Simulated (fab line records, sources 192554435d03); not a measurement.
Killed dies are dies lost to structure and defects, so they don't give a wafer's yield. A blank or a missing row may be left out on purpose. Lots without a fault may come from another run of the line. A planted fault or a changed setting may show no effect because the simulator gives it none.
Split-lot experiment | flow n5_finfet | 7 lots, 21 wafers read, on a route of 1938 steps

THE SPLIT
At N5_BEOL_M11_ETCH_41 (etches SiCN in CH3F/O2, target depth 42.6 nm, time 86 s), the setting time_s was moved away from the recipe's 86 s on 12 of the 21 wafers read, by -9.7% to +14.6%. The other wafers ran this setting at the recipe's value.

The reading is taken at the split's own step.

THE READING
etch.depth_nm (the simulator's own value, which no gauge read), in nm, at N5_BEOL_M11_ETCH_41 (etches SiCN in CH3F/O2, target depth 42.6 nm, time 86 s). The file gives no usual value for it. The 9 wafers here that ran the recipe average 32.70 nm, standard deviation 0.78 nm.

wafer  | tool, chamber at the split | time_s as run, s | against the recipe | etch.depth_nm, nm | against lot-mates on the recipe
L077.1 | rie_diel-06, 2             | 86               | recipe             | 32.63             | -
L077.4 | rie_diel-06, 1             | 86               | recipe             | 32.6              | -
L077.5 | rie_diel-06, 3             | 86               | recipe             | 30.96             | -
L081.1 | rie_diel-05, 3             | 79.66            | -7.4%              | 30.82             | -1.96
L081.3 | rie_diel-05, 2             | 79.66            | -7.4%              | 30.28             | -2.50
L081.6 | rie_diel-05, 0             | 86               | recipe             | 32.78             | -
L084.1 | rie_diel-06, 1             | 98.52            | +14.6%             | 36.88             | +4.07
L084.4 | rie_diel-06, 2             | 98.52            | +14.6%             | 37.64             | +4.83
L084.6 | rie_diel-06, 2             | 86               | recipe             | 32.81             | -
L083.1 | rie_diel-06, 2             | 96.83            | +12.6%             | 36.58             | +4.23
L083.2 | rie_diel-06, 3             | 96.83            | +12.6%             | 35.92             | +3.57
L083.4 | rie_diel-06, 1             | 86               | recipe             | 32.35             | -
L089.3 | rie_diel-06, 2             | 97.6             | +13.5%             | 36.97             | +4.23
L089.4 | rie_diel-06, 1             | 86               | recipe             | 32.74             | -
L089.5 | rie_diel-06, 0             | 97.6             | +13.5%             | 36.65             | +3.91
L093.1 | rie_diel-01, 3             | 86               | recipe             | 34.03             | -
L093.5 | rie_diel-01, 1             | 97.88            | +13.8%             | 36.81             | +2.78
L093.6 | rie_diel-01, 0             | 97.88            | +13.8%             | 37.44             | +3.41
L095.4 | rie_diel-05, 0             | 77.64            | -9.7%              | 29.23             | -4.18
L095.5 | rie_diel-05, 2             | 77.64            | -9.7%              | 29.74             | -3.67
L095.6 | rie_diel-05, 3             | 86               | recipe             | 33.41             | -

THE FIT
A straight line over all 21 wafers: etch.depth_nm changes by +0.309 nm for each +1% of time_s; r = +0.98; the points scatter about the line by 0.6 nm.
The same after taking each lot's own level away (the mean of its wafers on the recipe; 21 wafers): +0.307 nm for each +1%; r = +0.98; scatter 0.58 nm.
On that fit, the largest move of time_s shifts the reading by 4.5 nm.
The lots' own levels span 32.063 to 34.030 nm, that is 2.5 times the standard deviation above.
So the lot-to-lot level changes the slope little: the two slopes agree.
Check: with one of the wafers moved furthest among these (+14.6%) left out of the fit, the line predicts +4.29 nm for it against its lot-mates. It came out at +4.07 nm against them.

OTHER SPLITS ON THESE WAFERS
These wafers also went through other splits before the reading. Each is held against what the fit with the lots' levels taken away leaves over:
other split on the same wafers   | wafers away from the commonest value | r with etch.depth_nm (lot level and that fit taken away)
N5_BEOL_M9_TRENCH_ETCH_37 time_s | 3                                    | +0.31
N5_BEOL_M10_COAT_64 spin_rpm     | 9                                    | +0.28

THE FILE'S OWN FIT
etch.depth_nm changes by +0.298 nm for each +1% of time_s, r = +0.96.
